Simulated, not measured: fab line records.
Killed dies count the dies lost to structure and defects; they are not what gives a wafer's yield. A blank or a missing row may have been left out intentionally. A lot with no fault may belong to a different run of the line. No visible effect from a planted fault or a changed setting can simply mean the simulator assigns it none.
Matching of chambers -- flow n5 finfet -- N5_BEOL_M2_ETCH_63 on rie diel-05: 4 sister chambers
The step etches SiARC in CF4, target depth 15.6 nm, time 26 s. 20 wafers are shown with their chamber, then 10 later ones without.

## WAFERS PAIRED WITH THEIR CHAMBERS
wafer,chamber,showerhead plenum p Torr (Torr),drypump motor current A (A),throttle valve pct (%)
L074.1,2,1.98,5.8,15.84
L074.4,1,2.19,5.5,15.73
L074.6,3,2.27,4.9,15.42
L076.1,1,2.19,5.5,15.74
L076.2,3,2.26,4.9,15.43
L076.4,2,1.98,5.8,15.84
L077.3,2,1.97,5.8,15.85
L077.5,1,2.19,5.5,15.72
L077.6,0,2.10,5.4,15.83
L084.4,3,2.26,4.9,15.47
L084.5,3,2.26,4.9,15.47
L084.6,0,2.09,5.5,15.87
L087.4,2,1.97,5.8,15.89
L087.5,1,2.18,5.4,15.77
L087.6,0,2.09,5.4,15.89
L088.1,2,1.97,5.8,15.91
L088.2,3,2.25,4.9,15.46
L088.4,3,2.26,4.9,15.49
L091.1,2,1.97,5.8,15.90
L091.2,3,2.25,4.9,15.50

SIGNATURES (averages over the wafers above)
reading,chamber 0,chamber 1,chamber 2,chamber 3,scatter within a chamber
showerhead plenum p Torr,2.0933,2.1875,1.9733,2.2586,0.00592
drypump motor current A,5.433,5.475,5.800,4.900,0.0298
throttle valve pct,15.8633,15.7400,15.8717,15.4629,0.029
Rule: for a wafer and a chamber, the distance is found by dividing, reading by reading, the gap between the wafer's reading and the chamber's mean by the reading's scatter, squaring, summing and taking the root. If the next closest chamber is less than 2 further off than the closest, the wafer can't be placed; otherwise it belongs to the closest. The scatter is the square root of a quotient: the sum, over the shown wafers, of each reading's squared deviation from its chamber's mean, divided by wafers minus chambers.

## WAFERS WHOSE CHAMBER IS MISSING
wafer,showerhead plenum p Torr (Torr),drypump motor current A (A),throttle valve pct (%)
L091.3,2.18,5.4,15.79
L091.4,1.97,5.8,15.90
L091.5,2.18,5.5,15.80
L091.6,2.25,4.9,15.47
L095.1,1.96,5.8,15.92
L095.4,2.25,4.9,15.51
L095.5,2.17,5.4,15.81
L096.1,1.96,5.8,15.93
L096.2,2.25,4.9,15.53
L096.4,2.09,5.4,15.35

## EACH ONE'S CHAMBER
wafer,from the rows above,in truth
L091.3,1,1
L091.4,2,2
L091.5,1,1
L091.6,3,3
L095.1,2,2
L095.4,3,3
L095.5,1,1
L096.1,2,2
L096.2,3,3
L096.4,0,0
Correct placement for 10 of the 10. Left unplaced by these rows: 0. 0 placed wrongly.
